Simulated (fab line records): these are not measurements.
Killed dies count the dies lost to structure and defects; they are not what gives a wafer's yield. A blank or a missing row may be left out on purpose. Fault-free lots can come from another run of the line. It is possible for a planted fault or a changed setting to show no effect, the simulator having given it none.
Which tool did it? -- flow n5 finfet -- Sampling: 21 lots, 63 wafers, 6 of 1938 route steps

== WHAT THE GAUGES SHOWED, per wafer ==
The record holds no reading of a measuring or inspecting step that can be judged against a usual standard deviation.

== WHICH TOOL RAN EACH LOT (tool, then ch and the chambers of the sampled wafers, then the start) ==
lot,N5_BEOL_M2_SPUTTER_81,N5_BEOL_M2_SPUTTER_90,N5_BEOL_M2_ANNEAL_95,N5_BEOL_M3_DESCUM_33,N5_BEOL_M3_ETCH_69,N5_BEOL_M3_PRE_CLEAN_45
L074,"pvd sputter-01, day 7 13:25","pvd sputter-01, day 7 14:05","pvd sputter-01, day 7 14:36","rie diel-02 ch 0,1,3, day 7 18:19","rie diel-02 ch 0,1,3, day 7 18:22","pvd sputter-01, day 7 21:02"
L075,"pvd sputter-03, day 7 16:34","pvd sputter-03, day 7 17:14","pvd sputter-03, day 7 17:45","rie diel-06 ch 0,1, day 7 21:32","rie diel-06 ch 0,1, day 7 21:35","pvd sputter-03, day 8 10:01"
L077,"pvd sputter-01, day 7 19:24","pvd sputter-01, day 7 20:04","pvd sputter-01, day 7 20:35","rie diel-05 ch 0,2,3, day 8 01:38","rie diel-05 ch 0,2,3, day 8 01:41","pvd sputter-02, day 8 14:55"
L076,"pvd sputter-03, day 7 22:19","pvd sputter-03, day 7 22:58","pvd sputter-03, day 7 23:29","rie diel-05 ch 1,2,3, day 8 02:45","rie diel-05 ch 1,2,3, day 8 02:48","pvd sputter-01, day 8 15:38"
L078,"pvd sputter-03, day 8 02:19","pvd sputter-03, day 8 02:59","pvd sputter-03, day 8 03:30","rie diel-06 ch 0,2, day 8 07:53","rie diel-06 ch 0,2, day 8 07:56","pvd sputter-01, day 8 21:18"
L079,"pvd sputter-03, day 8 04:10","pvd sputter-03, day 8 04:49","pvd sputter-03, day 8 05:20","rie diel-02 ch 0,1,3, day 8 09:25","rie diel-02 ch 0,1,3, day 8 09:28","pvd sputter-01, day 8 21:30"
L080,"pvd sputter-02, day 8 07:29","pvd sputter-02, day 8 08:09","pvd sputter-02, day 8 08:40","rie diel-05 ch 0,1,2, day 8 11:41","rie diel-05 ch 0,1,2, day 8 11:44","pvd sputter-03, day 9 01:35"
L081,"pvd sputter-03, day 8 19:06","pvd sputter-03, day 8 19:46","pvd sputter-03, day 8 20:17","rie diel-06 ch 0,2,3, day 9 02:01","rie diel-06 ch 0,2,3, day 9 02:04","pvd sputter-03, day 9 10:32"
L083,"pvd sputter-01, day 9 03:06","pvd sputter-01, day 9 03:46","pvd sputter-01, day 9 04:17","rie diel-06 ch 1,2,3, day 9 08:47","rie diel-06 ch 1,2,3, day 9 08:50","pvd sputter-02, day 9 15:17"
L082,"pvd sputter-02, day 9 07:37","pvd sputter-02, day 9 08:17","pvd sputter-02, day 9 08:48","rie diel-05 ch 1,3, day 9 16:28","rie diel-05 ch 1,3, day 9 16:31","pvd sputter-03, day 10 05:12"
L084,"pvd sputter-01, day 10 08:10","pvd sputter-01, day 10 08:50","pvd sputter-01, day 10 09:21","rie diel-05 ch 0,1,2, day 10 14:25","rie diel-05 ch 0,1,2, day 10 14:28","pvd sputter-01, day 10 15:42"
L085,"pvd sputter-01, day 10 11:13","pvd sputter-01, day 10 11:52","pvd sputter-01, day 10 12:23","rie diel-05 ch 0,1,2, day 10 16:19","rie diel-05 ch 0,1,2, day 10 16:22","pvd sputter-03, day 10 20:11"
L086,"pvd sputter-02, day 10 12:55","pvd sputter-02, day 10 13:35","pvd sputter-02, day 10 14:06","rie diel-05 ch 0,3, day 10 17:40","rie diel-05 ch 0,3, day 10 17:43","pvd sputter-01, day 10 23:53"
L088,"pvd sputter-01, day 11 00:43","pvd sputter-01, day 11 01:23","pvd sputter-01, day 11 01:54","rie diel-02 ch 2,3, day 11 04:49","rie diel-02 ch 2,3, day 11 04:53","pvd sputter-03, day 11 10:41"
L090,"pvd sputter-02, day 11 00:58","pvd sputter-02, day 11 01:38","pvd sputter-02, day 11 02:09","rie diel-02 ch 1,2,3, day 11 05:00","rie diel-02 ch 1,2,3, day 11 05:03","pvd sputter-03, day 11 13:44"
L092,"pvd sputter-03, day 11 14:41","pvd sputter-03, day 11 15:20","pvd sputter-03, day 11 15:52","rie diel-05 ch 1,2,3, day 11 18:47","rie diel-05 ch 1,2,3, day 11 18:50","pvd sputter-02, day 11 21:20"
L091,"pvd sputter-03, day 11 18:10","pvd sputter-03, day 11 18:49","pvd sputter-03, day 11 19:20","rie diel-06 ch 0,1,2, day 11 22:57","rie diel-06 ch 0,1,2, day 11 23:00","pvd sputter-02, day 12 10:34"
L093,"pvd sputter-03, day 11 20:08","pvd sputter-03, day 11 20:48","pvd sputter-03, day 11 21:19","rie diel-06 ch 0,2, day 12 03:01","rie diel-06 ch 0,2, day 12 03:04","pvd sputter-01, day 12 19:59"
L094,"pvd sputter-03, day 12 00:26","pvd sputter-03, day 12 01:06","pvd sputter-03, day 12 01:37","rie diel-05 ch 0,1,3, day 12 05:28","rie diel-05 ch 0,1,3, day 12 05:31","pvd sputter-03, day 12 15:43"
L095,"pvd sputter-02, day 12 07:41","pvd sputter-02, day 12 08:20","pvd sputter-02, day 12 08:52","rie diel-05 ch 0,2,3, day 12 12:18","rie diel-05 ch 0,2,3, day 12 12:21","pvd sputter-02, day 12 23:06"
L096,"pvd sputter-02, day 12 16:40","pvd sputter-02, day 12 17:19","pvd sputter-02, day 12 17:50","rie diel-05 ch 0,1,3, day 12 21:08","rie diel-05 ch 0,1,3, day 12 21:11","pvd sputter-02, day 13 09:44"
- N5_BEOL_M2_SPUTTER_81: material Cu, target thk 4.5 nm, time 8.29 s.
- N5_BEOL_M2_SPUTTER_90: material Cu, target thk 4.5 nm, time 8.29 s.
- N5_BEOL_M2_ANNEAL_95: time 240 s.
- N5_BEOL_M3_DESCUM_33: chemistry O2, time 7 s.
- N5_BEOL_M3_ETCH_69: etches SiARC in CF4, target depth 15.6 nm, time 26 s.
- N5_BEOL_M3_PRE_CLEAN_45: time 30 s.

== WHAT THE TOOLS THEMSELVES READ (means of the sampled wafers that have a number; where no wafer has one, the mark that the record gives instead) ==
N5_BEOL_M2_SPUTTER_81.
lot,tool,chuck sensor temp C (C),substrate temp c (C),susceptor temp C (C),throttle valve pct (%)
L074,pvd sputter-01,-15.9,-20.05,-20.13,29.8
L075,pvd sputter-03,-15.9,-20.07,-19.90,29.8
L077,pvd sputter-01,-16.0,-19.96,-20.02,29.8
L076,pvd sputter-03,-15.9,-19.89,-19.93,29.9
L078,pvd sputter-03,-15.9,-19.95,-19.92,30.0
L079,pvd sputter-03,-16.4,-20.02,-19.93,30.3
L080,pvd sputter-02,-16.6,-19.95,-19.99,30.6
L081,pvd sputter-03,-16.0,-20.02,-19.92,30.5
L083,pvd sputter-01,-16.1,-20.05,-20.10,30.3
L082,pvd sputter-02,-16.3,-20.01,-20.04,31.0
L084,pvd sputter-01,-16.2,-19.96,-20.06,31.3
L085,pvd sputter-01,-15.9,-20.07,-20.04,30.6
L086,pvd sputter-02,-16.2,-19.99,-19.95,29.1
L088,pvd sputter-01,-16.1,-19.98,-20.01,30.5
L090,pvd sputter-02,-16.7,-20.02,-20.10,29.6
L092,pvd sputter-03,-16.0,-20.09,-19.98,30.1
L091,pvd sputter-03,-15.6,-19.90,-20.03,29.9
L093,pvd sputter-03,-15.9,-19.92,-20.05,31.2
L094,pvd sputter-03,-16.1,-20.06,-19.98,29.9
L095,pvd sputter-02,-16.7,-20.02,-20.08,30.2
L096,pvd sputter-02,-16.9,-20.00,-20.04,29.1

N5_BEOL_M2_SPUTTER_90.
lot,tool,chuck sensor temp C (C),substrate temp c (C),susceptor temp C (C),throttle valve pct (%)
L074,pvd sputter-01,-16.0,-20.00,-20.10,29.7
L075,pvd sputter-03,-15.9,-19.99,-19.98,30.1
L077,pvd sputter-01,-16.0,-20.15,-19.91,29.7
L076,pvd sputter-03,-15.9,-19.93,-19.97,29.9
L078,pvd sputter-03,-16.0,-19.99,-19.98,29.9
L079,pvd sputter-03,-16.3,-20.12,-20.10,30.4
L080,pvd sputter-02,-16.6,-19.93,-20.01,30.4
L081,pvd sputter-03,-15.9,-19.90,-20.03,30.5
L083,pvd sputter-01,-16.1,-19.98,-20.11,30.4
L082,pvd sputter-02,-16.1,-19.95,-19.93,31.0
L084,pvd sputter-01,-16.1,-19.88,-20.12,31.1
L085,pvd sputter-01,-15.9,-20.01,-20.01,30.7
L086,pvd sputter-02,-16.2,-20.05,-20.03,29.2
L088,pvd sputter-01,-16.2,-20.02,-20.07,30.5
L090,pvd sputter-02,-16.6,-20.01,-19.97,29.5
L092,pvd sputter-03,-16.0,-19.96,-19.96,30.1
L091,pvd sputter-03,-15.5,-19.92,-20.06,29.8
L093,pvd sputter-03,-16.0,-19.92,-19.97,31.0
L094,pvd sputter-03,-16.1,-19.99,-19.91,30.0
L095,pvd sputter-02,-16.6,-19.94,-20.15,30.3
L096,pvd sputter-02,-17.1,-19.91,-19.92,29.2

N5_BEOL_M2_ANNEAL_95.
lot,tool,heater power w (W),susceptor temp C (C)
L074,pvd sputter-01,839,400.00
L075,pvd sputter-03,875,400.04
L077,pvd sputter-01,833,400.06
L076,pvd sputter-03,878,400.10
L078,pvd sputter-03,867,400.04
L079,pvd sputter-03,845,399.95
L080,pvd sputter-02,791,399.94
L081,pvd sputter-03,826,399.96
L083,pvd sputter-01,870,400.18
L082,pvd sputter-02,873,400.10
L084,pvd sputter-01,795,400.09
L085,pvd sputter-01,756,400.16
L086,pvd sputter-02,779,399.99
L088,pvd sputter-01,865,400.24
L090,pvd sputter-02,742,400.04
L092,pvd sputter-03,873,399.93
L091,pvd sputter-03,899,400.13
L093,pvd sputter-03,857,399.92
L094,pvd sputter-03,857,400.06
L095,pvd sputter-02,733,399.93
L096,pvd sputter-02,743,399.97

N5_BEOL_M3_DESCUM_33.
lot,tool,drypump motor current A (A),o2 flow sccm (sccm),oes product au (a.u.),rf vpp V (V),showerhead plenum p Torr (Torr),throttle valve pct (%)
L074,rie diel-02,5.7,224.8,0.76,244.0,2.15,20.58
L075,rie diel-06,5.8,224.7,0.80,243.2,2.11,20.60
L077,rie diel-05,5.9,225.2,0.79,243.5,2.10,20.26
L076,rie diel-05,5.6,224.8,0.85,243.7,2.08,20.25
L078,rie diel-06,5.9,225.4,0.75,242.1,2.07,20.68
L079,rie diel-02,5.8,224.1,0.75,243.3,2.15,20.58
L080,rie diel-05,5.8,225.4,0.78,243.4,2.09,20.31
L081,rie diel-06,5.6,224.2,0.84,243.8,2.14,20.42
L083,rie diel-06,5.7,224.9,0.81,242.8,2.06,20.57
L082,rie diel-05,5.3,225.0,0.90,242.6,2.04,20.30
L084,rie diel-05,5.8,224.9,0.76,243.7,2.09,20.33
L085,rie diel-05,5.8,225.3,0.76,242.9,2.09,20.32
L086,rie diel-05,6.0,225.3,0.78,242.3,2.07,20.34
L088,rie diel-02,5.5,225.0,0.75,242.8,2.03,20.43
L090,rie diel-02,5.8,224.8,0.76,243.1,2.10,20.58
L092,rie diel-05,5.6,224.9,0.81,242.0,2.08,20.29
L091,rie diel-06,5.9,225.1,0.74,243.1,2.04,20.76
L093,rie diel-06,5.9,224.2,0.74,243.0,2.06,20.71
L094,rie diel-05,5.7,225.5,0.82,242.0,2.05,20.34
L095,rie diel-05,5.9,224.7,0.77,243.4,2.09,20.31
L096,rie diel-05,5.6,225.0,0.81,242.4,2.05,20.36

N5_BEOL_M3_ETCH_69.
lot,tool,cf4 flow sccm (sccm),drypump motor current A (A),etch rf on time s (s),oes product au (a.u.),rf vpp V (V),showerhead plenum p Torr (Torr),throttle valve pct (%)
L074,rie diel-02,99.7,5.7,26.3,0.64,184.7,2.20,15.77
L075,rie diel-06,100.2,5.8,26.1,0.68,184.7,2.16,15.76
L077,rie diel-05,99.8,5.9,25.7,0.68,183.9,2.16,15.49
L076,rie diel-05,99.9,5.6,25.7,0.73,183.3,2.14,15.45
L078,rie diel-06,99.9,5.8,26.2,0.64,184.4,2.12,15.84
L079,rie diel-02,100.1,5.7,26.3,0.64,185.0,2.20,15.78
L080,rie diel-05,99.9,5.8,25.6,0.66,184.6,2.15,15.54
L081,rie diel-06,99.7,5.6,25.8,0.72,184.8,2.19,15.60
L083,rie diel-06,100.2,5.7,25.8,0.70,182.8,2.11,15.74
L082,rie diel-05,100.0,5.3,25.3,0.76,184.4,2.10,15.48
L084,rie diel-05,100.1,5.8,25.9,0.64,183.3,2.15,15.56
L085,rie diel-05,100.0,5.8,25.7,0.65,183.3,2.15,15.58
L086,rie diel-05,100.1,6.0,25.7,0.67,184.5,2.13,15.57
L088,rie diel-02,100.3,5.5,26.3,0.64,183.5,2.08,15.62
L090,rie diel-02,99.8,5.8,25.9,0.65,184.5,2.14,15.76
L092,rie diel-05,100.1,5.6,25.6,0.70,185.2,2.13,15.50
L091,rie diel-06,99.9,5.9,26.1,0.64,183.0,2.09,15.91
L093,rie diel-06,99.8,5.8,26.1,0.63,183.9,2.11,15.90
L094,rie diel-05,99.9,5.6,25.6,0.70,183.1,2.11,15.56
L095,rie diel-05,100.1,5.9,25.9,0.65,183.4,2.14,15.55
L096,rie diel-05,100.0,5.7,25.7,0.69,183.4,2.11,15.58

N5_BEOL_M3_PRE_CLEAN_45.
lot,tool,heater power w (W),susceptor temp C (C)
L074,pvd sputter-01,304,249.96
L075,pvd sputter-03,348,250.05
L077,pvd sputter-02,335,250.03
L076,pvd sputter-01,302,250.05
L078,pvd sputter-01,334,249.95
L079,pvd sputter-01,304,250.00
L080,pvd sputter-03,337,250.10
L081,pvd sputter-03,342,249.97
L083,pvd sputter-02,330,250.08
L082,pvd sputter-03,337,250.09
L084,pvd sputter-01,352,249.92
L085,pvd sputter-03,348,250.00
L086,pvd sputter-01,377,250.00
L088,pvd sputter-03,345,250.00
L090,pvd sputter-03,343,250.10
L092,pvd sputter-02,304,250.00
L091,pvd sputter-02,304,250.08
L093,pvd sputter-01,304,250.11
L094,pvd sputter-03,338,250.08
L095,pvd sputter-02,327,249.91
L096,pvd sputter-02,335,250.05

== THE ANSWER, worked out from the rows above alone ==
Rule: the usual values come from the lots themselves. The widest of any qualifying gaps counts: lots, ordered by their means at a reading, are off when they make up no more than a third of the lots, leave a main group of 4 or more, and stand apart from it by 3 or more times the standard deviation of that group's means. The tables above print the reading to a certain number of digits; a main group whose means all agree to those digits is not used. A lot without any number at a reading at which 4 lots or more have one is off too. The other lots that the step has rows for count as sound. First the gauges in route order, then the tools' own readings, where a lot's mean is used as printed above. The first step at which some lot is off is used, and at that step the reading that is off furthest; a lot without a number counts as furthest.
None of the lots is off at any reading shown; this tells nothing.

== WHAT HAD BEEN PUT IN BY THE SIMULATOR ==
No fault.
